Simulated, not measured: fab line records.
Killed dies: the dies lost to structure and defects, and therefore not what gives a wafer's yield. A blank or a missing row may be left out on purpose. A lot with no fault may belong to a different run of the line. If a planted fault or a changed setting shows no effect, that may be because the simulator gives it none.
fab line records    flow n5_finfet
[record] lots = 24  wafers = 72  last_day = 17
route steps=1938 shown MOL_CONTACT_COAG@559 BEOL_M0_SAQP@649
lots untouched by any fault: they come from a run of this same line in which no faults occurred
start_h: start of the lot's first displayed wafer, in hours after the record's first day    wait_h: how many hours have passed since the lot's step before this one    " identical to the entry in the row above    L1.1+2: several wafers, shown together as one row    - no value, or no start given    * or withheld: withheld    < > ~ a bound
route shown NAME@n: NAME is a module with steps in the file, n the number in the route of the first one    usual: mean/standard deviation of fault-free wafers    same: alike in all rows    chamber/n: place in a boat    sites: per-site readings    _std_site: standard deviation of those values    _edge_site: inner sites' mean taken away from outer sites' mean    radius_mm: for every site, how far away it sits from the centre of the wafer    mask NAME#n: copy n    behind: the most recent tool/chamber to have shaped the wafer    hold: cause of the lot's hold/its duration in hours/its outcome    device: the transistor (n, p or np) that didn't switch    end of line: tests of these same wafers at the route's end    for a step that has no rows: nothing shown but its recipe    killed: dies lost to structure and defects at the first sort, not the wafer's yield    map: a wafer's dies, x killed, . not, _ none there
set.NAME: setting as actually run; set.NAME@STEP: the setting as run at that earlier step    model.NAME: the simulator's own value behind a step, which no gauge read
the route's steps for a sample of lots (tables are steps, rows are wafers)
services: the hour from which a tool's chamber was out of use, counted from the record's first day as start_h (under 0 if before that day), plus the number of hours and why
[[steps]]
[step N5_MOL_CONTACT_COAG_ALD_27]
[recipe] material = SiOC  target_thk_a = 170  temp_c = 400  ald_precursor_family = carbosiloxane  ald_co_reactant = H2-plasma  pulse_time_s = 1.5  time_s = 2720  purge_time_s = 2  co_reactant_purge_time_s = 2  ald_cycles = 340  pressure_torr = 2
[usual] chamber_pressure_Torr = 2.000/0.0046  heater_power_w = 813/74  precursor_pulse_height_rel = 1.000/0.019
lot.wafer  tool        chamber  start_h  wait_h  chamber_pressure_Torr  heater_power_w  precursor_pulse_height_rel  since_wet_clean_h
L074.3     ald_sin-02  3        95.27    0.0     2.002                  802             0.991                       284
L074.5     "           0        "        "       2.003                  772             1.019                       -
L074.6     "           3        "        "       1.998                  791             0.962                       -
L075.3     ald_sin-02  1        97.29    0.0     1.996                  775             0.988                       286
L075.4     "           3        "        "       1.999                  775             0.995                       286
L075.6     "           1        "        "       2.000                  820             0.984                       -
L076.3     ald_sin-04  3        114.07   0.0     1.999                  781             1.044                       14
L076.4     "           0        "        "       1.997                  773             0.994                       14
L076.6     "           3        "        "       2.004                  764             1.013                       -
L077.2     ald_sin-02  0        118.63   0.0     2.000                  778             1.003                       307
L077.5     "           2        "        "       2.002                  891             1.000                       -
L077.6     "           3        "        "       1.992                  786             1.033                       -
L078.1     ald_sin-02  2        129.50   0.2     2.004                  878             0.979                       318
L078.3     "           3        "        "       2.007                  799             1.006                       318
L078.6     "           2        "        "       2.002                  907             1.029                       -
L079.1     ald_sin-03  1        133.07   0.0     2.003                  711             1.035                       231
L079.3     "           2        "        "       1.993                  703             0.961                       231
L079.5     "           1        "        "       2.009                  719             1.048                       -
L080.1     ald_sin-02  2        133.21   0.0     1.997                  892             1.009                       322
L080.2     "           3        "        "       2.006                  792             1.000                       322
L080.4     "           0        "        "       2.000                  797             1.019                       322
L081.2     ald_sin-02  1        139.53   0.0     2.000                  774             0.992                       328
L081.5     "           0        "        "       2.002                  791             1.000                       -
L081.6     "           1        "        "       2.000                  785             1.009                       -
L082.1     ald_sin-04  3        142.18   0.0     2.000                  776             1.007                       43
L082.2     "           1        "        "       2.008                  836             0.954                       43
L082.3     "           0        "        "       2.000                  779             0.984                       43
L083.3     ald_sin-02  2        150.88   0.0     2.000                  906             1.013                       339
L083.4     "           3        "        "       2.005                  801             0.989                       339
L083.5     "           0        "        "       1.998                  783             0.981                       -
L084.3     ald_sin-02  1        157.34   0.1     2.010                  798             0.964                       346
L084.4     "           3        "        "       1.997                  780             0.992                       346
L084.6     "           3        "        "       2.004                  784             1.024                       -
L085.2     ald_sin-02  1        168.71   0.0     1.997                  814             0.948                       357
L085.4     "           3        "        "       2.004                  785             0.983                       357
L085.5     "           0        "        "       1.996                  773             0.987                       -
L086.2     ald_sin-03  2        171.72   0.0     1.994                  679             0.990                       269
L086.3     "           1        "        "       2.008                  727             1.003                       269
L086.5     "           0        "        "       1.995                  833             1.001                       -
L087.3     ald_sin-03  1        176.84   0.0     2.005                  715             0.997                       274
L087.4     "           2        "        "       1.995                  715             1.022                       274
L087.5     "           3        "        "       2.001                  888             1.040                       -
L088.1     ald_sin-03  0        183.25   0.0     1.993                  835             0.982                       281
L088.3     "           3        "        "       2.006                  876             1.001                       281
L088.5     "           1        "        "       2.005                  733             1.020                       -
L089.1     ald_sin-04  1        188.00   2.4     2.005                  838             1.019                       88
L089.5     "           1        "        "       2.010                  812             1.012                       -
L089.6     "           2        "        "       2.005                  1024            1.027                       -
L090.2     ald_sin-02  1        196.40   0.0     1.992                  792             1.011                       6
L090.5     "           0        "        "       2.003                  788             1.037                       -
L090.6     "           1        "        "       1.998                  761             1.016                       -
L091.1     ald_sin-04  2        202.44   0.0     2.003                  1013            1.026                       103
L091.2     "           1        "        "       1.995                  831             0.980                       103
L091.6     "           0        "        "       2.000                  771             0.975                       -
L092.1     ald_sin-04  3        209.38   0.0     2.000                  774             1.041                       110
L092.3     "           1        "        "       1.997                  819             1.009                       110
L092.4     "           0        "        "       2.011                  771             0.987                       110
L093.2     ald_sin-04  2        213.92   0.0     2.001                  1024            0.976                       114
L093.4     "           1        "        "       1.993                  839             0.999                       114
L093.5     "           2        "        "       1.996                  1016            0.979                       -
L094.1     ald_sin-02  0        220.08   0.4     2.002                  767             0.992                       29
L094.2     "           2        "        "       1.999                  903             1.015                       29
L094.3     "           1        "        "       1.998                  763             1.011                       29
L095.2     ald_sin-02  0        222.41   0.4     1.998                  762             1.014                       32
L095.3     "           3        "        "       1.998                  791             1.016                       32
L095.5     "           1        "        "       2.001                  778             1.002                       -
L096.2     ald_sin-03  3        227.00   0.0     2.008                  885             0.978                       324
L096.4     "           2        "        "       2.011                  711             1.006                       324
L096.5     "           0        "        "       2.002                  849             0.998                       -
L097.1     ald_sin-04  1        230.88   0.0     1.998                  850             0.994                       131
L097.3     "           3        "        "       1.991                  786             1.003                       131
L097.5     "           0        "        "       1.999                  799             0.980                       -
[step N5_MOL_CONTACT_COAG_CD_MEAS_137]
[recipe] target_cd_nm = 16
[usual] cd_nm = 15.8/0.32
lot.wafer  tool       chamber  start_h  wait_h  cd_nm
L074.3     cd_sem-01  -        101.15   0.0     16.4
L074.5     "          -        "        "       15.5
L074.6     "          -        "        "       16.0
L075.3     cd_sem-02  -        101.74   0.0     15.7
L075.4     "          -        "        "       16.1
L075.6     "          -        "        "       15.9
L076.3     cd_sem-03  -        117.74   0.0     16.1
L076.4     "          -        "        "       15.7
L076.6     "          -        "        "       16.0
L077.2     cd_sem-03  -        122.66   0.0     15.8
L077.5     "          -        "        "       16.0
L077.6     "          -        "        "       15.5
L078.1     cd_sem-02  -        133.30   0.0     15.9
L078.3     "          -        "        "       16.2
L078.6     "          -        "        "       15.8
L079.1     cd_sem-02  -        137.41   0.0     16.0
L079.3     "          -        "        "       16.4
L079.5     "          -        "        "       15.6
L080.1     cd_sem-01  -        137.76   0.0     15.8
L080.2     "          -        "        "       16.0
L080.4     "          -        "        "       15.5
L081.2     cd_sem-01  -        143.33   0.0     15.5
L081.5     "          -        "        "       15.4
L081.6     "          -        "        "       16.1
L082.1     cd_sem-02  -        147.02   0.0     15.9
L082.2     "          -        "        "       15.6
L082.3     "          -        "        "       16.1
L083.3     cd_sem-03  -        155.61   0.0     15.9
L083.4     "          -        "        "       15.7
L083.5     "          -        "        "       15.5
L084.3     cd_sem-03  -        162.15   0.0     16.2
L084.4     "          -        "        "       16.1
L084.6     "          -        "        "       16.1
L085.2     cd_sem-03  -        173.43   0.0     15.7
L085.4     "          -        "        "       16.2
L085.5     "          -        "        "       15.7
L086.2     cd_sem-01  -        176.20   0.0     15.7
L086.3     "          -        "        "       16.2
L086.5     "          -        "        "       16.0
L087.3     cd_sem-03  -        180.69   0.0     16.3
L087.4     "          -        "        "       15.8
L087.5     "          -        "        "       15.8
L088.1     cd_sem-03  -        190.21   0.0     15.5
L088.3     "          -        "        "       15.1
L088.5     "          -        "        "       16.2
L089.1     cd_sem-02  -        193.06   0.0     16.1
L089.5     "          -        "        "       15.6
L089.6     "          -        "        "       15.7
L090.2     cd_sem-03  -        200.50   0.0     15.5
L090.5     "          -        "        "       15.1
L090.6     "          -        "        "       15.8
L091.1     cd_sem-02  -        206.69   0.0     16.1
L091.2     "          -        "        "       15.8
L091.6     "          -        "        "       16.0
L092.1     cd_sem-01  -        213.24   0.0     15.5
L092.3     "          -        "        "       15.5
L092.4     "          -        "        "       15.5
L093.2     cd_sem-03  -        217.71   0.0     15.7
L093.4     "          -        "        "       16.6
L093.5     "          -        "        "       15.5
L094.1     cd_sem-03  -        224.18   0.0     15.9
L094.2     "          -        "        "       16.2
L094.3     "          -        "        "       15.7
L095.2     cd_sem-03  -        227.07   0.0     15.7
L095.3     "          -        "        "       16.2
L095.5     "          -        "        "       16.3
L096.2     cd_sem-02  -        230.84   0.0     15.6
L096.4     "          -        "        "       16.1
L096.5     "          -        "        "       15.5
L097.1     cd_sem-02  -        234.56   0.0     16.3
L097.3     "          -        "        "       15.9
L097.5     "          -        "        "       15.5
[step N5_MOL_CONTACT_COAG_DESCUM_45]
[recipe] chemistry = O2  time_s = 7  source_power_w = 50  bias_power_w = 20  pressure_mtorr = 20  rf_frequency_hz = 2.712e+07  temp_c = 40  resist = CAR-EUV  o2_flow_sccm = 225
[usual] drypump_motor_current_A = 5.8/0.49  oes_product_au = 0.77/0.059  rf_vpp_V = 243.6/1.1  showerhead_plenum_p_Torr = 2.12/0.05  throttle_valve_pct = 20.54/0.27
lot.wafer  tool         chamber  start_h  wait_h  drypump_motor_current_A  oes_product_au  rf_hours_counter_h  rf_vpp_V  showerhead_plenum_p_Torr  throttle_valve_pct
L074.3     rie_diel-02  2        101.71   0.0     5.1                      0.74            167                 242.9     2.10                      20.92
L074.5     "            2        "        "       5.1                      0.74            -                   242.0     2.10                      20.94
L074.6     "            1        "        "       6.2                      0.72            -                   242.4     2.06                      20.16
L075.3     rie_diel-06  0        102.30   0.0     6.4                      0.72            172                 243.8     2.09                      20.84
L075.4     "            1        "        "       5.7                      0.71            178                 244.2     2.18                      20.58
L075.6     "            0        "        "       6.4                      0.72            -                   242.8     2.09                      20.85
L076.3     rie_diel-02  1        118.30   0.0     6.3                      0.71            209                 243.1     2.06                      20.17
L076.4     "            3        "        "       5.9                      0.77            105                 244.4     2.11                      20.71
L076.6     "            3        "        "       5.9                      0.77            -                   243.4     2.11                      20.73
L077.2     rie_diel-06  3        123.11   0.0     5.7                      0.85            68                  243.6     2.13                      20.60
L077.5     "            0        "        "       6.4                      0.72            -                   243.1     2.09                      20.83
L077.6     "            3        "        "       5.7                      0.86            -                   242.6     2.13                      20.59
L078.1     rie_diel-05  1        133.74   0.0     6.2                      0.85            65                  243.6     2.13                      20.59
L078.3     "            0        "        "       5.5                      0.80            101                 242.1     2.12                      20.70
L078.6     "            2        "        "       4.9                      0.74            -                   243.4     2.18                      20.13
L079.1     rie_diel-02  3        138.10   0.3     5.9                      0.77            110                 243.9     2.11                      20.73
L079.3     "            1        "        "       6.2                      0.71            214                 242.0     2.06                      20.16
L079.5     "            0        "        "       6.5                      0.89            -                   245.8     2.20                      20.32
L080.1     rie_diel-02  3        138.21   0.0     5.9                      0.76            110                 244.1     2.11                      20.73
L080.2     "            1        "        "       6.2                      0.70            214                 244.3     2.06                      20.17
L080.4     "            0        "        "       6.5                      0.88            44                  245.7     2.20                      20.32
L081.2     rie_diel-06  3        143.83   0.1     5.7                      0.84            76                  245.6     2.13                      20.60
L081.5     "            2        "        "       5.5                      0.79            -                   243.7     2.10                      20.23
L081.6     "            1        "        "       5.7                      0.69            -                   245.0     2.18                      20.60
L082.1     rie_diel-06  3        148.05   0.5     5.7                      0.84            77                  243.1     2.13                      20.60
L082.2     "            1        "        "       5.7                      0.70            194                 242.6     2.18                      20.61
L082.3     "            0        "        "       6.4                      0.71            188                 243.2     2.09                      20.88
L083.3     rie_diel-02  1        156.05   0.0     6.3                      0.70            220                 243.3     2.06                      20.18
L083.4     "            3        "        "       5.9                      0.76            116                 242.7     2.11                      20.72
L083.5     "            1        "        "       6.2                      0.70            -                   243.1     2.06                      20.19
L084.3     rie_diel-06  0        163.34   0.7     6.4                      0.71            195                 243.0     2.08                      20.88
L084.4     "            3        "        "       5.7                      0.83            -                   244.6     2.12                      20.60
L084.6     "            2        "        "       5.5                      0.78            -                   242.4     2.09                      20.25
L085.2     rie_diel-06  0        173.87   0.0     6.4                      0.70            200                 242.6     2.08                      20.89
L085.4     "            2        "        "       5.5                      0.78            115                 242.2     2.09                      20.26
L085.5     "            0        "        "       6.4                      0.70            -                   243.8     2.08                      20.87
L086.2     rie_diel-06  3        176.77   0.0     5.7                      0.82            90                  243.5     2.12                      20.63
L086.3     "            1        "        "       5.7                      0.69            203                 242.8     2.17                      20.61
L086.5     "            3        "        "       5.7                      0.82            -                   244.3     2.12                      20.62
L087.3     rie_diel-05  0        181.25   0.0     5.5                      0.79            120                 243.3     2.11                      20.69
L087.4     "            2        "        "       4.9                      0.74            186                 245.4     2.17                      20.16
L087.5     "            0        "        "       5.5                      0.80            -                   245.1     2.11                      20.71
L088.1     rie_diel-02  2        190.65   0.0     5.1                      0.72            191                 241.8     2.10                      20.97
L088.3     "            0        "        "       6.6                      0.85            57                  245.3     2.20                      20.33
L088.5     "            2        "        "       5.1                      0.71            -                   243.7     2.10                      20.99
L089.1     rie_diel-02  3        193.50   0.0     5.9                      0.75            124                 242.9     2.10                      20.74
L089.5     "            0        "        "       6.5                      0.87            -                   245.4     2.20                      20.35
L089.6     "            3        "        "       5.9                      0.76            -                   242.8     2.10                      20.73
L090.2     rie_diel-05  2        201.22   0.2     4.9                      0.72            194                 244.5     2.17                      20.16
L090.5     "            2        "        "       4.9                      0.72            -                   243.1     2.17                      20.18
L090.6     "            1        "        "       6.2                      0.82            -                   244.0     2.12                      20.65
L091.1     rie_diel-05  1        207.13   0.0     6.2                      0.83            96                  243.4     2.12                      20.63
L091.2     "            3        "        "       5.5                      0.81            102                 244.9     2.22                      20.41
L091.6     "            0        "        "       5.5                      0.77            -                   243.1     2.11                      20.73
L092.1     rie_diel-02  2        213.70   0.0     5.1                      0.71            200                 243.1     2.09                      21.00
L092.3     "            0        "        "       6.5                      0.85            67                  245.2     2.20                      20.36
L092.4     "            1        "        "       6.2                      0.69            235                 243.1     2.05                      20.20
L093.2     rie_diel-02  3        218.15   0.0     5.9                      0.75            133                 242.5     2.10                      20.78
L093.4     "            1        "        "       6.3                      0.69            236                 244.1     2.05                      20.22
L093.5     "            2        "        "       5.1                      0.71            -                   242.2     2.09                      20.99
L094.1     rie_diel-06  1        224.96   0.4     5.7                      0.68            222                 244.4     2.17                      20.65
L094.2     "            2        "        "       5.5                      0.76            134                 244.5     2.09                      20.29
L094.3     "            0        "        "       6.4                      0.69            220                 245.0     2.08                      20.90
L095.2     rie_diel-02  3        227.68   0.1     5.9                      0.74            137                 242.8     2.10                      20.79
L095.3     "            1        "        "       6.2                      0.69            240                 243.7     2.05                      20.22
L095.5     "            1        "        "       6.2                      0.69            -                   243.4     2.05                      20.22
L096.2     rie_diel-05  3        231.41   0.0     5.4                      0.80            111                 244.8     2.22                      20.41
L096.4     "            0        "        "       5.5                      0.77            139                 243.6     2.10                      20.73
L096.5     "            2        "        "       4.9                      0.72            -                   243.2     2.16                      20.19
L097.1     rie_diel-02  3        235.12   0.0     5.9                      0.75            140                 242.1     2.10                      20.76
L097.3     "            0        "        "       6.5                      0.84            75                  244.4     2.19                      20.37
L097.5     "            0        "        "       6.6                      0.84            -                   247.0     2.19                      20.37
[step N5_MOL_CONTACT_COAG_CD_MEAS_101]
[recipe] target_cd_nm = 16
[usual] cd_nm = 16.2/0.33
lot.wafer  tool       chamber  start_h  wait_h  cd_nm
L074.3     cd_sem-02  -        102.71   0.0     16.0
L074.5     "          -        "        "       16.1
L074.6     "          -        "        "       16.4
L075.3     cd_sem-02  -        103.34   0.0     15.9
L075.4     "          -        "        "       15.8
L075.6     "          -        "        "       15.8
L076.3     cd_sem-02  -        119.12   0.0     16.1
L076.4     "          -        "        "       16.6
L076.6     "          -        "        "       16.5
L077.2     cd_sem-03  -        123.94   0.0     16.5
L077.5     "          -        "        "       16.7
L077.6     "          -        "        "       16.2
L078.1     cd_sem-02  -        135.29   0.0     17.0
L078.3     "          -        "        "       16.3
L078.6     "          -        "        "       16.4
L079.1     cd_sem-02  -        138.92   0.0     15.8
L079.3     "          -        "        "       16.1
L079.5     "          -        "        "       16.2
L080.1     cd_sem-03  -        139.23   0.0     16.3
L080.2     "          -        "        "       16.0
L080.4     "          -        "        "       16.1
L081.2     cd_sem-03  -        144.97   0.0     15.9
L081.5     "          -        "        "       16.5
L081.6     "          -        "        "       16.2
L082.1     cd_sem-01  -        148.87   0.0     16.1
L082.2     "          -        "        "       16.0
L082.3     "          -        "        "       16.3
L083.3     cd_sem-03  -        157.54   0.0     16.2
L083.4     "          -        "        "       16.4
L083.5     "          -        "        "       16.3
L084.3     cd_sem-02  -        164.29   0.0     15.8
L084.4     "          -        "        "       16.2
L084.6     "          -        "        "       16.1
L085.2     cd_sem-03  -        175.10   0.0     15.7
L085.4     "          -        "        "       15.9
L085.5     "          -        "        "       15.6
L086.2     cd_sem-01  -        177.98   0.0     15.3
L086.3     "          -        "        "       15.9
L086.5     "          -        "        "       16.1
L087.3     cd_sem-01  -        182.30   0.0     16.1
L087.4     "          -        "        "       16.4
L087.5     "          -        "        "       15.8
L088.1     cd_sem-02  -        191.59   0.0     15.6
L088.3     "          -        "        "       16.4
L088.5     "          -        "        "       15.5
L089.1     cd_sem-02  -        194.47   0.0     16.0
L089.5     "          -        "        "       16.8
L089.6     "          -        "        "       15.9
L090.2     cd_sem-01  -        202.05   0.0     16.1
L090.5     "          -        "        "       16.3
L090.6     "          -        "        "       16.2
L091.1     cd_sem-03  -        207.95   0.0     15.4
L091.2     "          -        "        "       16.1
L091.6     "          -        "        "       16.2
L092.1     cd_sem-03  -        214.53   0.0     15.7
L092.3     "          -        "        "       16.2
L092.4     "          -        "        "       16.2
L093.2     cd_sem-03  -        218.98   0.0     16.1
L093.4     "          -        "        "       16.4
L093.5     "          -        "        "       15.6
L094.1     cd_sem-01  -        225.90   0.0     15.9
L094.2     "          -        "        "       16.3
L094.3     "          -        "        "       16.4
L095.2     cd_sem-03  -        228.51   0.0     16.8
L095.3     "          -        "        "       15.9
L095.5     "          -        "        "       16.8
L096.2     cd_sem-01  -        232.23   0.0     16.1
L096.4     "          -        "        "       15.8
L096.5     "          -        "        "       16.3
L097.1     cd_sem-01  -        236.13   0.0     16.0
L097.3     "          -        "        "       16.2
L097.5     "          -        "        "       16.3
[step N5_BEOL_M0_SAQP_CD_MEAS_14]
[recipe] target_cd_nm = 42.5  landing_energy_ev = 500  detector = se_inlens
[usual] cd_nm = 42.3/0.34
lot.wafer  tool       chamber  start_h  wait_h  cd_nm
L074.3     cd_sem-01  0        107.78   -       42.4
L074.5     "          0        "        "       42.4
L074.6     "          0        "        "       42.7
L075.3     cd_sem-03  0        110.75   -       42.1
L075.4     "          0        "        "       41.9
L075.6     "          0        "        "       41.4
L076.3     cd_sem-01  0        126.97   -       42.4
L076.4     "          0        "        "       42.0
L076.6     "          0        "        "       41.6
L077.2     cd_sem-03  0        128.96   -       41.9
L077.5     "          0        "        "       42.0
L077.6     "          0        "        "       42.3
L078.1     cd_sem-01  0        140.46   -       42.6
L078.3     "          0        "        "       42.1
L078.6     "          0        "        "       42.2
L079.1     cd_sem-02  0        145.37   -       42.7
L079.3     "          0        "        "       42.4
L079.5     "          0        "        "       42.1
L080.1     cd_sem-02  0        147.92   -       42.5
L080.2     "          0        "        "       42.5
L080.4     "          0        "        "       42.9
L081.2     cd_sem-02  0        150.88   -       41.9
L081.5     "          0        "        "       42.4
L081.6     "          0        "        "       42.2
L082.1     cd_sem-03  0        154.91   -       42.5
L082.2     "          0        "        "       42.6
L082.3     "          0        "        "       42.9
L083.3     cd_sem-01  0        163.10   -       42.3
L083.4     "          0        "        "       42.8
L083.5     "          0        "        "       42.1
L084.3     cd_sem-03  0        169.66   -       42.6
L084.4     "          0        "        "       42.5
L084.6     "          0        "        "       42.2
L085.2     cd_sem-01  0        180.16   -       42.1
L085.4     "          0        "        "       42.4
L085.5     "          0        "        "       42.7
L086.2     cd_sem-01  0        183.82   -       42.0
L086.3     "          0        "        "       42.1
L086.5     "          0        "        "       41.4
L087.3     cd_sem-03  0        188.64   -       42.6
L087.4     "          0        "        "       42.5
L087.5     "          0        "        "       42.5
L088.1     cd_sem-03  0        197.13   -       42.0
L088.3     "          0        "        "       41.8
L088.5     "          0        "        "       42.0
L089.1     cd_sem-01  0        201.85   -       42.3
L089.5     "          0        "        "       42.3
L089.6     "          0        "        "       42.4
L090.2     cd_sem-02  0        208.83   -       42.9
L090.5     "          0        "        "       42.4
L090.6     "          0        "        "       42.0
L091.1     cd_sem-03  0        213.93   -       42.3
L091.2     "          0        "        "       42.1
L091.6     "          0        "        "       41.8
L092.1     cd_sem-01  0        220.12   -       42.5
L092.3     "          0        "        "       42.5
L092.4     "          0        "        "       42.1
L093.2     cd_sem-02  0        224.60   -       42.4
L093.4     "          0        "        "       42.1
L093.5     "          0        "        "       42.2
L094.1     cd_sem-03  0        231.17   -       43.1
L094.2     "          0        "        "       42.6
L094.3     "          0        "        "       43.0
L095.2     cd_sem-03  0        234.27   -       42.7
L095.3     "          0        "        "       42.5
L095.5     "          0        "        "       42.2
L096.2     cd_sem-01  0        237.65   -       42.0
L096.4     "          0        "        "       42.1
L096.5     "          0        "        "       42.0
L097.1     cd_sem-02  0        243.07   -       42.1
L097.3     "          0        "        "       42.3
L097.5     "          0        "        "       42.0
[step N5_BEOL_M0_SAQP_DESCUM_19]
[recipe] chemistry = O2  time_s = 7.9  source_power_w = 50  bias_power_w = 20  pressure_mtorr = 20  rf_frequency_hz = 2.712e+07  temp_c = 40  resist = CAR-ArF  o2_flow_sccm = 225
[usual] drypump_motor_current_A = 5.6/0.44  oes_product_au = 0.76/0.086  rf_vpp_V = 242.9/1.4  showerhead_plenum_p_Torr = 2.09/0.068  throttle_valve_pct = 20.56/0.3
lot.wafer  tool         chamber  start_h  wait_h  drypump_motor_current_A  oes_product_au  rf_hours_counter_h  rf_vpp_V  showerhead_plenum_p_Torr  throttle_valve_pct
L074.3     rie_diel-03  2        107.86   0.0     5.5                      0.76            142                 242.3     2.01                      20.67
L074.5     "            3        "        "       5.3                      0.77            -                   243.6     2.19                      20.65
L074.6     "            2        "        "       5.5                      0.76            -                   241.1     2.01                      20.66
L075.3     rie_diel-04  2        112.35   1.6     5.7                      0.75            155                 244.2     2.19                      20.13
L075.4     "            1        "        "       6.1                      0.70            -                   244.0     2.06                      20.57
L075.6     "            2        "        "       5.8                      0.75            -                   244.8     2.19                      20.15
L076.3     rie_diel-04  0        127.25   0.2     4.7                      0.70            181                 241.0     2.01                      20.66
L076.4     "            0        "        "       4.7                      0.70            -                   241.1     2.01                      20.68
L076.6     "            2        "        "       5.7                      0.74            -                   244.3     2.18                      20.14
L077.2     rie_diel-03  0        129.47   0.5     5.7                      0.75            135                 245.0     2.19                      20.69
L077.5     "            3        "        "       5.3                      0.77            -                   244.1     2.19                      20.65
L077.6     "            2        "        "       5.5                      0.75            -                   242.5     2.01                      20.67
L078.1     rie_diel-03  1        140.57   0.0     5.8                      0.75            169                 243.7     2.10                      20.71
L078.3     "            0        "        "       5.7                      0.74            138                 244.7     2.19                      20.71
L078.6     "            1        "        "       5.8                      0.75            -                   244.0     2.10                      20.70
L079.1     rie_diel-01  3        145.45   0.0     5.8                      0.73            165                 241.4     2.02                      20.47
L079.3     "            0        "        "       5.3                      0.69            238                 244.0     2.16                      20.92
L079.5     "            3        "        "       5.8                      0.74            -                   240.3     2.02                      20.49
L080.1     rie_diel-01  3        148.01   0.0     5.8                      0.74            166                 240.8     2.02                      20.47
L080.2     "            1        "        "       6.0                      0.91            23                  244.2     2.12                      19.94
L080.4     "            0        "        "       5.2                      0.70            239                 245.1     2.16                      20.92
L081.2     rie_diel-01  3        151.02   0.1     5.8                      0.74            167                 242.8     2.02                      20.48
L081.5     "            2        "        "       6.2                      0.73            -                   242.3     2.11                      20.66
L081.6     "            1        "        "       6.0                      0.90            -                   242.2     2.12                      19.93
L082.1     rie_diel-04  0        155.42   0.5     4.7                      0.69            193                 240.6     2.00                      20.71
L082.2     "            2        "        "       5.7                      0.73            173                 243.6     2.18                      20.16
L082.3     "            3        "        "       5.9                      0.71            209                 242.0     2.09                      20.96
L083.3     rie_diel-04  2        163.18   0.0     5.7                      0.73            176                 244.7     2.18                      20.18
L083.4     "            2        "        "       5.7                      0.73            -                   243.7     2.18                      20.17
L083.5     "            3        "        "       6.0                      0.73            -                   242.4     2.09                      20.95
L084.3     rie_diel-04  3        169.75   0.0     5.9                      0.72            214                 242.2     2.09                      20.96
L084.4     "            0        "        "       4.7                      0.68            -                   239.2     2.00                      20.69
L084.6     "            3        "        "       5.9                      0.72            -                   242.2     2.09                      20.97
L085.2     rie_diel-04  0        180.25   0.0     4.7                      0.69            202                 241.0     2.00                      20.70
L085.4     "            2        "        "       5.7                      0.73            183                 244.7     2.18                      20.20
L085.5     "            3        "        "       5.9                      0.71            -                   244.1     2.08                      20.97
L086.2     rie_diel-03  2        183.93   0.1     5.5                      0.73            166                 240.4     2.01                      20.68
L086.3     "            3        "        "       5.3                      0.75            179                 244.9     2.18                      20.70
L086.5     "            2        "        "       5.5                      0.73            -                   240.8     2.01                      20.69
L087.3     rie_diel-01  1        188.88   0.2     6.0                      0.87            35                  244.0     2.11                      19.94
L087.4     "            1        "        "       6.0                      0.88            -                   244.7     2.11                      19.95
L087.5     "            3        "        "       5.8                      0.72            -                   240.6     2.02                      20.50
L088.1     rie_diel-04  3        197.22   0.0     5.9                      0.70            224                 243.1     2.08                      20.98
L088.3     "            1        "        "       6.1                      0.97            5                   243.4     2.05                      20.17
L088.5     "            2        "        "       5.7                      0.71            -                   245.5     2.17                      20.21
L089.1     rie_diel-04  0        202.18   0.3     4.7                      0.68            209                 242.9     2.00                      20.71
L089.5     "            1        "        "       6.1                      0.97            -                   242.2     2.05                      20.17
L089.6     "            2        "        "       5.7                      0.72            -                   242.8     2.17                      20.18
L090.2     rie_diel-04  3        208.92   0.0     5.9                      0.71            227                 242.6     2.08                      21.00
L090.5     "            0        "        "       4.7                      0.68            -                   243.1     2.00                      20.71
L090.6     "            1        "        "       6.1                      0.96            -                   242.9     2.05                      20.17
L091.1     rie_diel-01  0        214.01   0.0     5.3                      1.01            2                   243.4     2.15                      20.55
L091.2     "            2        "        "       6.2                      0.72            176                 242.7     2.10                      20.70
L091.6     "            3        "        "       5.8                      0.73            -                   241.7     2.02                      20.52
L092.1     rie_diel-03  1        220.38   0.2     5.7                      0.72            194                 242.0     2.10                      20.74
L092.3     "            2        "        "       5.5                      0.72            180                 242.4     2.00                      20.71
L092.4     "            3        "        "       5.2                      0.73            193                 245.1     2.18                      20.71
L093.2     rie_diel-01  0        224.68   0.0     5.3                      0.99            6                   245.3     2.15                      20.56
L093.4     "            3        "        "       5.8                      0.72            193                 240.9     2.01                      20.51
L093.5     "            0        "        "       5.3                      0.98            -                   243.5     2.15                      20.56
L094.1     rie_diel-04  1        231.26   0.0     6.1                      0.95            17                  240.9     2.04                      20.19
L094.2     "            3        "        "       6.0                      0.70            234                 240.0     2.08                      20.99
L094.3     "            0        "        "       4.7                      0.68            219                 242.0     2.00                      20.74
L095.2     rie_diel-03  3        234.36   0.0     5.2                      0.74            198                 243.5     2.18                      20.73
L095.3     "            1        "        "       5.7                      0.72            199                 241.0     2.09                      20.76
L095.5     "            2        "        "       5.5                      0.72            -                   242.5     2.00                      20.73
L096.2     rie_diel-04  1        237.73   0.0     6.1                      0.94            19                  242.7     2.04                      20.18
L096.4     "            0        "        "       4.7                      0.67            221                 240.3     2.00                      20.73
L096.5     "            0        "        "       4.7                      0.67            -                   241.0     2.00                      20.73
L097.1     rie_diel-04  3        243.16   0.0     6.0                      0.69            238                 242.8     2.08                      20.99
L097.3     "            1        "        "       6.1                      0.93            21                  242.2     2.04                      20.18
L097.5     "            3        "        "       5.9                      0.70            -                   242.6     2.08                      20.99
[[services]]
tool         chamber  start_h  hours  kind
rie_diel-01  -        75.75    4.3    pm
ald_sin-02   3        77.70    2.4    repair
ald_sin-04   -        85.96    14.0   pm
rie_diel-01  3        89.35    5.1    repair
rie_diel-06  3        91.74    2.4    repair
rie_diel-01  -        103.88   18.9   repair
ald_sin-03   0        108.65   1.6    repair
rie_diel-04  3        109.90   12.2   repair
ald_sin-02   -        112.32   0.6    repair
rie_diel-04  3        126.58   27.6   repair
rie_diel-01  -        126.93   0.3    repair
ald_sin-02   -        134.75   2.8    pm
rie_diel-04  -        138.91   0.5    repair
rie_diel-02  -        156.72   16.8   repair
rie_diel-06  1        161.09   4.9    repair
ald_sin-02   -        177.21   14.0   pm
rie_diel-01  1        203.57   15.6   repair
ald_sin-02   -        206.42   0.3    repair
rie_diel-06  3        211.16   15.1   repair
rie_diel-02  2        226.34   13.2   repair
rie_diel-06  1        233.21   4.6    repair
rie_diel-04  0        241.77   2.9    repair
rie_diel-06  -        242.52   0.3    repair
rie_diel-03  3        243.02   4.6    repair
[[key]]
fault none
